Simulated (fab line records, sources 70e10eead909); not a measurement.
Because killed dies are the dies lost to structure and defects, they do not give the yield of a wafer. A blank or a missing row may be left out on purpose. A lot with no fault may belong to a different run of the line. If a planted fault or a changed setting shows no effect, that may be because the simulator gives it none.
A struck lot beside a sound one :: flow nand_harc :: 15 out of 1302 route steps
Sound: these wafers, L986.1, L986.4, L986.6. Struck: wafers L993.1, L993.3, L993.6. The cause comes at the end.
Order at every step that has rows: each side's tool, ch and its chambers, its first start. Under that, the readings that differ: sound wafers :: struck wafers :: difference of the means :: sigmas: that difference in standard deviations of wafers without a fault.
alike: a reading whose means differ by less than 2 such deviations, as well as words and numbers matching on both sides. not compared: withheld readings; readings where some wafer has no value; bounds like >300 that might hide an equal value; numbers whose values overlap and for which the record gives no deviation.
A row with sigmas, a row that says differs or no value, or rows on one side alone: a step with any of these is where the two part. When numbers do not overlap yet have no deviation, they are printed without sigmas and do not part them. A reading that every wafer of one side lacks parts them only if that side has two wafers or more.

NHARC_A_CONTACT_OVL_MEAS_43:
  sound on overlay-02 at day 27 09:04; struck on overlay-02 at day 29 07:53
  alike: overlay_x_nm, overlay_y_nm
NHARC_A_CONTACT_INSPECT_44:
  sound on defect_inspect-01 at day 27 09:07; struck on defect_inspect-01 at day 29 07:55
  alike: raw_defect_count
then, 2 steps without rows for these wafers: NHARC_A_CONTACT_DESCUM_47 (chemistry O2, time 3 s); NHARC_A_CONTACT_ETCH_48 (etches the open film in CF4, target depth 39 nm, time 65 s).
NHARC_A_CONTACT_ETCH_49: etches the open film in N2/H2, target depth 260 nm, time 475.3 s.
  sound on rie_diel-04 ch 0,1,2; struck on rie_diel-05 ch 1,2
  alike: bias_w, chamber_pressure_mTorr, drypump_motor_current_A, oes_product_au, rf_vpp_V, showerhead_plenum_p_Torr, throttle_valve_pct
  not compared: rf_hours_counter_h
then, 1 step without rows for these wafers: NHARC_A_CONTACT_ETCH_50 (etches the open film in CF4/CHF3, target depth 121 nm, time 60.5 s).
NHARC_A_CONTACT_ETCH_51: etches the open film in O2/COS, target depth 7000 nm, time 1820 s.
  sound on rie_diel-04 ch 1,3; struck on rie_diel-05 ch 0,3
  alike: bias_w, chamber_pressure_mTorr, drypump_motor_current_A, o2_flow_sccm, oes_product_au, rf_vpp_V, showerhead_plenum_p_Torr, throttle_valve_pct
  not compared: rf_hours_counter_h
then, 1 step without rows for these wafers: NHARC_A_CONTACT_ETCH_111 (etches the open film in C4F8/O2/Ar, time 140 s, target depth 700 nm).
NHARC_A_CONTACT_ETCH_112: etches the open film in C4F8/O2/Ar, time 190 s, target depth 1850 nm.
  sound on har_cap_etch-01 ch 0,1, day 27 11:16; struck on har_cap_etch-01 ch 0, day 29 10:02
  alike: chamber_pressure_mTorr, oes_air_line_au
  not compared: rf_hours_counter_h
NHARC_A_CONTACT_ETCH_113: etches the open film in C4F8/O2/Ar, time 190 s, target depth 1850 nm.
  sound on har_cap_etch-01 ch 0,1, day 27 11:30; struck on har_cap_etch-01 ch 0, day 29 10:13
  alike: chamber_pressure_mTorr, oes_air_line_au
  not compared: rf_hours_counter_h
then, 1 step without rows for these wafers: NHARC_A_CONTACT_ETCH_114 (etches the open film in C4F8/O2/Ar, time 190 s, target depth 1850 nm).
NHARC_A_CONTACT_ETCH_115: etches the open film in C4F8/O2/Ar, time 190 s, target depth 1850 nm.
  sound on har_cap_etch-01 ch 0,1, day 27 11:57; struck on har_cap_etch-01 ch 0, day 29 10:34
  alike: chamber_pressure_mTorr, oes_air_line_au
  not compared: rf_hours_counter_h
NHARC_A_CONTACT_ETCH_116: etches the open film in C4F8/O2/Ar, time 190 s, target depth 1850 nm.
  sound on har_cap_etch-01 ch 0,1, day 27 12:11; struck on har_cap_etch-01 ch 0, day 29 10:44
  no value came back on the struck wafers for chamber_pressure_mTorr (mTorr), oes_air_line_au (a.u.); on the sound wafers chamber_pressure_mTorr (mTorr) reads 19.988 19.983 20.000
  not compared: rf_hours_counter_h
then, 1 step without rows for these wafers: NHARC_A_CONTACT_ETCH_117 (etches the open film in C4F8/O2/Ar, time 190 s, target depth 1850 nm).
-- record jumps: 3 days between struck wafers' starts before vs after; left off in module A_CONTACT, resumes in module END, first step shown is number 1302 of the route --
NHARC_END_SORT_01:
  sound on prober-02 ch 0, day 30 10:26; struck on prober-02 ch 0, day 32 04:38
reading: hold
sound: - - -
struck: await_dispo/4.7h/scrap await_dispo/4.7h/scrap await_dispo/4.7h/scrap
difference: no value on the sound wafers
sigmas: 

reading: killed_at_array
sound: 82 64 74
struck: 675 672 670
difference: +599
sigmas: +27

reading: killed_dies
sound: 91 70 79
struck: 677 677 677
difference: +597
sigmas: +26
  alike: killed_at_other, killed_at_periphery, killed_open, killed_short

## WHERE THEY PART
At NHARC_A_CONTACT_ETCH_116 first; at NHARC_END_SORT_01 last (within this record only).

WHY: what the simulator had put in
Beginning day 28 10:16, the whole step at NHARC_A_CONTACT_ETCH_116 was skipped on har_cap_etch-01. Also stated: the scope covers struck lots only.
